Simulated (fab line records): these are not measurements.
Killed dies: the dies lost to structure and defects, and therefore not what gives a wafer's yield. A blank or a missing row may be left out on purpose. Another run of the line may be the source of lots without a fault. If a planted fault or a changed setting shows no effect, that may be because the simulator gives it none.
Comparing a struck lot with a sound one | flow nandHarc | 13 steps out of a route of 1159
Sound: wafers L162.1, L162.2, L162.5. Wafers L159.1, L159.3, L159.4 were the ones struck. The cause is named last.
Each step with rows lists, per side, the tool, then ch with its chambers, then its first start. Under that, the readings that differ: sound wafers | struck wafers | difference of the means | sigmas: that difference in standard deviations of wafers without a fault.
alike: readings whose means differ by less than 2 such deviations, and words and numbers that are the same on both sides. not compared: withheld readings, readings that some wafer has no value for, bounds like >300 that may hide the same value, and numbers for which the record gives no deviation and whose values overlap.
A row with sigmas, a row that says differs or no value, or rows on one side alone: a step with any of these is where the two part. Numbers that have no deviation but don't overlap get no sigmas and don't part them. Lack of a reading on every wafer of one side parts them only where that side has two or more wafers.

NHARC_A_WL_FILL_RTA_01: time 5 s.
  sound on rtpAnneal-02 ch 0, day 18 19:55; struck on rtpAnneal-01 ch 0, day 17 13:16
reading             | sound                | struck               | difference | sigmas
lampPowerPct (%)    | 29.9 29.9 29.8       | 24.8 24.8 24.8       | -5.1       | -2
lamp_zone_2_pct (%) | 29.9 29.8 29.9       | 24.8 24.8 24.8       | -5.1       | -2
wafer_temp_C_max    | 1009.1 1009.7 1007.7 | 1004.7 1006.0 1005.9 | -3.3       | -2
NHARC_A_WL_FILL_ALD_02: deposits TiN, target thk 2 nm, pulse time 3 s, ald cycles 100.
  sound on aldMetal-03 ch 1,2, day 18 20:08; struck on aldMetal-01 ch 0,1,3, day 17 13:30
  alike: heaterPowerOuterW, heaterPowerW, precursorPulseHeightRel
NHARC_A_WL_FILL_CVD_03: deposits W, target thk 40 nm, time 3302 s.
  sound on cvdW-01 ch 0,1, day 18 20:34; struck on cvdW-02 ch 0,1, day 17 17:09
  alike: heaterPowerW, throttleValvePct
then, 1 step without rows for these wafers: NHARC_A_WL_FILL_ETCHBACK_04 (etches the open film in NF3, target depth 60 nm, time 120 s).
NHARC_A_WL_FILL_ETCHBACK_05: etches the open film in Cl2/BCl3, target depth 22 nm, time 60 s.
  sound on rieMetal-01 ch 0,1, day 19 00:08; struck on rieMetal-03 ch 0,1, day 17 20:42
reading             | sound             | struck            | difference | sigmas
oesProductAu (a.u.) | 1.008 1.001 1.000 | 1.029 1.024 1.022 | +0.022     | +2
  alike: drypumpMotorCurrentA, tempC
  not compared: rfHoursCounterH
then, 5 steps without rows for these wafers: NHARC_A_WL_FILL_STRIP_27 (strips in N2/H2, time 20 s); NHARC_A_WL_FILL_STRIP_28 (strips in post etch residue remover, time 1200 s); NHARC_A_WL_FILL_PRECLEAN_06 (cleans in DIW, time 300 s); NHARC_A_WL_FILL_SRD_07; NHARC_A_WL_FILL_ANNEAL_08 (time 1800 s).
NHARC_A_WL_FILL_ALD_10: deposits SiO2, target thk 50 nm, pulse time 10 s, ald cycles 500.
  sound on aldHk-04 ch 0,2, day 19 06:02; struck on aldHk-01 ch 1,2,3, day 18 00:55
  no value came back on the struck wafers for aldCycles, heaterPowerOuterW (W), heaterPowerW (W), precursorPulseHeightRel; on the sound wafers aldCycles reads 500 500 500
NHARC_A_WL_FILL_ETCHBACK_16: etches the open film in C4F8/O2/Ar, target depth 88 nm, time 17.6 s.
  sound: rieDiel-09 ch 0,1,2; struck: rieDiel-02 ch 0,1,3
  alike: oesProductAu, rfVppV
  not compared: rfHoursCounterH
-- break in the record here, with 4 days between the starts of the struck wafers on either side (left off in module A_WL_FILL, picked up again in module END, where the first step shown is number 1159 on the route) --
NHARC_END_SORT_01:
  the record has rows for the struck wafers here (prober-02 ch 0, day 22 04:45) and none for the sound ones

== WHERE THEY PART ==
Last at NHARC_END_SORT_01 as far as this record goes, first at NHARC_A_WL_FILL_RTA_01.

WHY: the cause the simulator had injected
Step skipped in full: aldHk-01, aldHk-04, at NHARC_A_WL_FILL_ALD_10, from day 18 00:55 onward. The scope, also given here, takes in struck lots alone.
